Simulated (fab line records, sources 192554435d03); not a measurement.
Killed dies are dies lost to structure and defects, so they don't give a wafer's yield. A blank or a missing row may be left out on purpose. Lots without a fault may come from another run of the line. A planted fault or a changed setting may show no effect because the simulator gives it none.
Which tool did it? | flow n5_finfet | 24 lots, 72 wafers sampled, at 3 steps of a route of 1938

WHAT THE GAUGES READ, wafer by wafer
N5_GATE_CUT_OVL_MEAS_14.
lot  | measured     | on         | GATE_CUT_OVL (nm)
L074 | day 4 11:37  | overlay-01 | 0.2 0.7 0.0
L075 | day 4 17:13  | overlay-02 | 1.5 1.6 1.2
L076 | day 5 04:35  | overlay-02 | 0.7 1.8 1.5
L077 | day 5 04:40  | overlay-02 | 0.8 0.1 0.1
L078 | day 5 12:50  | overlay-01 | 0.8 0.1 0.6
L079 | day 5 18:25  | overlay-01 | 0.7 1.9 0.7
L080 | day 6 00:57  | overlay-01 | 1.3 1.0 0.6
L081 | day 6 06:01  | overlay-02 | -0.1 -0.5 -1.0
L082 | day 6 10:53  | overlay-01 | 0.9 0.4 0.4
L083 | day 6 16:58  | overlay-02 | -1.1 -1.1 -0.7
L084 | day 7 01:07  | overlay-02 | 1.5 0.1 0.6
L085 | day 7 06:39  | overlay-01 | -0.4 0.3 0.7
L086 | day 7 10:37  | overlay-02 | 0.7 -0.3 0.5
L087 | day 7 16:57  | overlay-01 | 0.3 0.6 0.4
L088 | day 7 23:36  | overlay-02 | 0.6 -0.5 -0.8
L089 | day 8 09:18  | overlay-01 | 0.3 0.1 -0.5
L090 | day 8 17:37  | overlay-02 | -0.7 -0.2 -0.3
L091 | day 8 20:25  | overlay-01 | -0.5 -0.3 -0.3
L092 | day 8 23:25  | overlay-01 | -1.0 0.1 -0.2
L093 | day 9 05:30  | overlay-02 | 0.5 -0.3 0.1
L094 | day 9 11:08  | overlay-01 | 0.5 -0.4 0.9
L095 | day 9 20:49  | overlay-01 | -1.0 -0.9 -0.7
L096 | day 10 03:28 | overlay-01 | -0.3 -0.2 0.0
L097 | day 10 07:32 | overlay-02 | 0.2 -0.5 -0.6

WHICH TOOL RAN EACH LOT (tool, then ch and the chambers of the sampled wafers, then the start)
lot  | N5_HKMG_FIN_ETCH_86                | N5_HKMG_FIN_ALD_21
L074 | rie_diel-04 ch 2,3, day 4 04:34    | ald_metal-03 ch 0,2, day 4 06:36
L075 | rie_diel-04 ch 2,3, day 4 10:17    | ald_metal-02 ch 1,2,3, day 4 12:14
L076 | rie_diel-01 ch 0,2,3, day 4 21:29  | ald_metal-03 ch 0,3, day 4 23:25
L077 | rie_diel-04 ch 1,2,3, day 4 21:43  | ald_metal-04 ch 0,3, day 4 23:38
L078 | rie_diel-02 ch 1,2,3, day 5 05:49  | ald_metal-02 ch 0,2,3, day 5 07:38
L079 | rie_diel-04 ch 0,3, day 5 11:12    | ald_metal-03 ch 0,1,2, day 5 13:02
L080 | rie_diel-04 ch 0,3, day 5 18:10    | ald_metal-04 ch 0,1,2, day 5 20:01
L081 | rie_diel-02 ch 2,3, day 5 23:20    | ald_metal-04 ch 0,1, day 6 01:09
L082 | rie_diel-01 ch 0,1,3, day 6 03:45  | ald_metal-03 ch 0,1, day 6 05:34
L083 | rie_diel-02 ch 0,3, day 6 09:57    | ald_metal-04 ch 2,3, day 6 11:46
L084 | rie_diel-04 ch 0,1,3, day 6 18:26  | ald_metal-02 ch 1,2,3, day 6 20:16
L085 | rie_diel-01 ch 2,3, day 6 23:22    | ald_metal-02 ch 1,2,3, day 7 01:20
L086 | rie_diel-01 ch 1,2,3, day 7 03:27  | ald_metal-04 ch 1,2, day 7 05:23
L087 | rie_diel-01 ch 2,3, day 7 10:13    | ald_metal-03 ch 1,2,3, day 7 12:04
L088 | rie_diel-04 ch 0,1,3, day 7 16:46  | ald_metal-02 ch 1,2,3, day 7 18:35
L089 | rie_diel-01 ch 2,3, day 8 02:23    | ald_metal-03 ch 0,2, day 8 04:12
L090 | rie_diel-01 ch 0,2, day 8 03:58    | ald_metal-03 ch 0,1,3, day 8 05:46
L091 | rie_diel-04 ch 0,2,3, day 8 12:57  | ald_metal-03 ch 1,2,3, day 8 15:06
L092 | rie_diel-02 ch 2,3, day 8 14:26    | ald_metal-04 ch 2,3, day 8 16:15
L093 | rie_diel-01 ch 0,1,3, day 8 21:16  | ald_metal-03 ch 1,2,3, day 8 23:05
L094 | rie_diel-01 ch 0,1,2, day 9 04:14  | ald_metal-02 ch 1,2,3, day 9 06:04
L095 | rie_diel-01 ch 1,2, day 9 13:51    | ald_metal-03 ch 1,2,3, day 9 15:40
L096 | rie_diel-02 ch 1,2,3, day 9 20:38  | ald_metal-02 ch 0,3, day 9 22:28
L097 | rie_diel-02 ch 0,2,3, day 10 00:32 | ald_metal-03 ch 0,1,3, day 10 02:22
- N5_HKMG_FIN_ETCH_86: etches SOC in N2/H2, stops on TiN, target depth 393.2 nm.
- N5_HKMG_FIN_ALD_21: deposits TiN, target thk 1.5 nm, pulse time 1 s, purge time 3 s.

WHAT THE TOOLS THEMSELVES READ (means of the sampled wafers that have a number; where no wafer has one, the mark that the record gives instead)
N5_HKMG_FIN_ETCH_86.
lot  | tool        | drypump_motor_current_A (A) | oes_product_au (a.u.) | rf_vpp_V (V) | showerhead_plenum_p_Torr (Torr) | throttle_valve_pct (%)
L074 | rie_diel-04 | 5.5                         | 0.81                  | 241.3        | 2.60                            | 18.1
L075 | rie_diel-04 | 5.5                         | 0.80                  | 242.6        | 2.60                            | 18.1
L076 | rie_diel-01 | 5.9                         | 0.73                  | 240.4        | 2.56                            | 18.0
L077 | rie_diel-04 | 5.3                         | 0.75                  | 241.0        | 2.57                            | 18.1
L078 | rie_diel-02 | 5.1                         | 0.72                  | 241.0        | 2.49                            | 17.9
L079 | rie_diel-04 | 5.5                         | 0.91                  | 241.5        | 2.59                            | 17.8
L080 | rie_diel-04 | 5.4                         | 0.87                  | 242.0        | 2.59                            | 17.9
L081 | rie_diel-02 | 5.0                         | 0.74                  | 239.0        | 2.48                            | 18.0
L082 | rie_diel-01 | 6.1                         | 0.76                  | 240.8        | 2.58                            | 18.1
L083 | rie_diel-02 | 5.4                         | 0.76                  | 240.3        | 2.54                            | 18.0
L084 | rie_diel-04 | 5.2                         | 0.81                  | 241.7        | 2.56                            | 17.9
L085 | rie_diel-01 | 6.0                         | 0.86                  | 243.0        | 2.69                            | 17.9
L086 | rie_diel-01 | 6.0                         | 0.84                  | 242.3        | 2.61                            | 17.8
L087 | rie_diel-01 | 6.0                         | 0.85                  | 242.9        | 2.69                            | 17.9
L088 | rie_diel-04 | 5.2                         | 0.80                  | 240.2        | 2.55                            | 17.9
L089 | rie_diel-01 | 5.8                         | 0.88                  | 243.6        | 2.69                            | 17.6
L090 | rie_diel-01 | 5.8                         | 0.95                  | 241.6        | 2.63                            | 17.4
L091 | rie_diel-04 | 5.5                         | 0.86                  | 240.4        | 2.59                            | 18.0
L092 | rie_diel-02 | 5.0                         | 0.72                  | 239.9        | 2.47                            | 18.0
L093 | rie_diel-01 | 6.1                         | 0.84                  | 240.6        | 2.57                            | 17.9
L094 | rie_diel-01 | 5.9                         | 0.86                  | 240.6        | 2.58                            | 17.6
L095 | rie_diel-01 | 5.8                         | 0.85                  | 241.4        | 2.61                            | 17.5
L096 | rie_diel-02 | 5.1                         | 0.77                  | 239.6        | 2.48                            | 17.8
L097 | rie_diel-02 | 5.2                         | 0.73                  | 240.5        | 2.49                            | 18.0

N5_HKMG_FIN_ALD_21.
lot  | tool         | heater_power_w (W) | precursor_pulse_height_rel
L074 | ald_metal-03 | 902                | 1.020
L075 | ald_metal-02 | 871                | 1.003
L076 | ald_metal-03 | 845                | 0.978
L077 | ald_metal-04 | 982                | 1.008
L078 | ald_metal-02 | 897                | 1.010
L079 | ald_metal-03 | 841                | 0.994
L080 | ald_metal-04 | 937                | 0.994
L081 | ald_metal-04 | 1020               | 1.013
L082 | ald_metal-03 | 811                | 0.999
L083 | ald_metal-04 | 829                | 0.989
L084 | ald_metal-02 | 873                | 1.008
L085 | ald_metal-02 | 880                | 1.012
L086 | ald_metal-04 | 937                | 1.008
L087 | ald_metal-03 | 828                | 1.000
L088 | ald_metal-02 | 870                | 1.014
L089 | ald_metal-03 | 902                | 0.986
L090 | ald_metal-03 | 803                | 1.009
L091 | ald_metal-03 | 814                | 0.998
L092 | ald_metal-04 | 891                | 0.984
L093 | ald_metal-03 | 815                | 1.033
L094 | ald_metal-02 | 872                | 0.977
L095 | ald_metal-03 | 823                | 1.001
L096 | ald_metal-02 | 897                | 0.992
L097 | ald_metal-03 | 815                | 1.021

THE ANSWER, worked out from the rows above alone
Rule: what is usual is taken from the lots themselves. Put in order of their means at a reading, lots are off if they are a third of the lots or fewer, leave a main group of 4 or more, and stand apart from it by a gap of 3 or more times the standard deviation of the main group's means; of several such gaps the widest counts. A main group whose means are all the same, to the digits that the tables above print for the reading, isn't used. A lot without any number at a reading at which 4 lots or more have one is off too. The other lots that the step has rows for count as sound. The gauges are gone through in route order, then the tools' own readings, and for those a lot's mean is taken as printed above. The first step at which some lot is off is used, and at that step the reading that is off furthest; a lot without a number counts as furthest.
No lot is off at any reading shown: from this, nothing can be told.

WHAT THE SIMULATOR HAD PUT IN
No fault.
